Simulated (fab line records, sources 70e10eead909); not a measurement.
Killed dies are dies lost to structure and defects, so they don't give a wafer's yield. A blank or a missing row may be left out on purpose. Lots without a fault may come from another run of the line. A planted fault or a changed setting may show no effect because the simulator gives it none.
A struck lot beside a sound one | flow nand_harc | 15 steps out of a route of 1159
Sound: wafers L415.3, L415.5, L415.6. Struck: wafers L423.3, L423.4, L423.5. The cause comes at the end.
At each step with rows: each side's tool, then ch and its chambers, then its first start. Under that, the readings that differ: sound wafers | struck wafers | difference of the means | sigmas: that difference in standard deviations of wafers without a fault.
alike: readings whose means differ by less than 2 such deviations, and words and numbers that are the same on both sides. not compared: withheld readings, readings that some wafer has no value for, bounds like >300 that may hide the same value, and numbers for which the record gives no deviation and whose values overlap.
The two part at a step that has a row with sigmas, a row that says differs or no value, or rows on one side only. Numbers that don't overlap but have no deviation are shown without sigmas and don't part them. A reading that every wafer of one side lacks parts them only if that side has two wafers or more.

first, 3 steps without rows for these wafers: NHARC_A_CHANNEL_HOLE_D1_STRIP_41 (strips in N2/H2); NHARC_A_CHANNEL_HOLE_D1_STRIP_42 (strips in CF4/CHF3); NHARC_A_CHANNEL_HOLE_D1_STRIP_43 (strips in O2/COS).
NHARC_A_CHANNEL_HOLE_D1_ETCH_44: etches the open film in CF4/O2, target depth 140 nm, overetch 14 nm, time 77 s.
  sound on rie_diel-08 ch 1,2, day 10 11:04; struck on rie_diel-04 ch 0,1,2, day 12 20:37
  alike: drypump_motor_current_A, oes_ar_750_au, oes_o_777_au, oes_product_au, rf_vpp_V, showerhead_plenum_p_Torr, throttle_valve_pct
  not compared: rf_hours_counter_h
NHARC_A_CHANNEL_HOLE_D1_STRIP_27: strips in O2.
  sound on rie_diel-08 ch 1,2,3; struck on rie_diel-04 ch 0,1,2
  alike: drypump_motor_current_A, oes_product_au, rf_vpp_V, showerhead_plenum_p_Torr, throttle_valve_pct
  not compared: rf_hours_counter_h
then, 2 steps without rows for these wafers: NHARC_A_CHANNEL_HOLE_D1_PRECLEAN_28 (cleans in SC1); NHARC_A_CHANNEL_HOLE_D1_SRD_29.
NHARC_A_CHANNEL_HOLE_D1_CD_MEAS_30:
  sound on cd_sem-01, day 10 11:59; struck on cd_sem-03, day 12 21:26
  alike: cd_nm
NHARC_A_CHANNEL_HOLE_D1_XSEM_31:
  sound on xsem-02 ch 0, day 10 12:05; struck on xsem-02 ch 0, day 12 21:32
  alike: bot_cd_nm, bow_nm, tilt_deg
NHARC_A_CHANNEL_HOLE_D1_INSPECT_40:
  sound on defect_inspect-02, day 10 12:11; struck on defect_inspect-02, day 12 21:37
  alike: raw_defect_count
then, 2 steps without rows for these wafers: NHARC_A_CHANNEL_FILL_D1_PRECLEAN_00 (cleans in SC1); NHARC_A_CHANNEL_FILL_D1_SRD_01.
NHARC_A_CHANNEL_FILL_D1_ALD_02: deposits SiO2, target thk 6 nm, pulse time 10 s, ald cycles 60.
  sound on ald_hk-04 ch 2,3, day 10 12:23; struck on ald_hk-01 ch 0,3, day 12 21:50
  no value came back on the struck wafers for ald_cycles, heater_power_outer_w (W), heater_power_w (W), precursor_pulse_height_rel; on the sound wafers ald_cycles reads 60 60 60
NHARC_A_CHANNEL_FILL_D1_ALD_03: deposits SiNx, target thk 6 nm, pulse time 60 s, ald cycles 58.
  sound on ald_sin_batch-03 ch 0; struck on ald_sin_batch-01 ch 0
  alike: chamber_pressure_Torr, precursor_pulse_height_rel
-- the record jumps here: 11 days lie between the struck wafers' starts before and after (it left off in module A_CHANNEL_FILL_D1 and takes up again in module END, whose first step shown is number 1159 of the route) --
NHARC_END_SORT_01:
  the record has rows for the struck wafers here (prober-02 ch 0, day 23 22:51) and none for the sound ones

WHERE THEY PART
First at NHARC_A_CHANNEL_FILL_D1_ALD_02; last, within this record, at NHARC_END_SORT_01.

WHY: what the simulator had put in
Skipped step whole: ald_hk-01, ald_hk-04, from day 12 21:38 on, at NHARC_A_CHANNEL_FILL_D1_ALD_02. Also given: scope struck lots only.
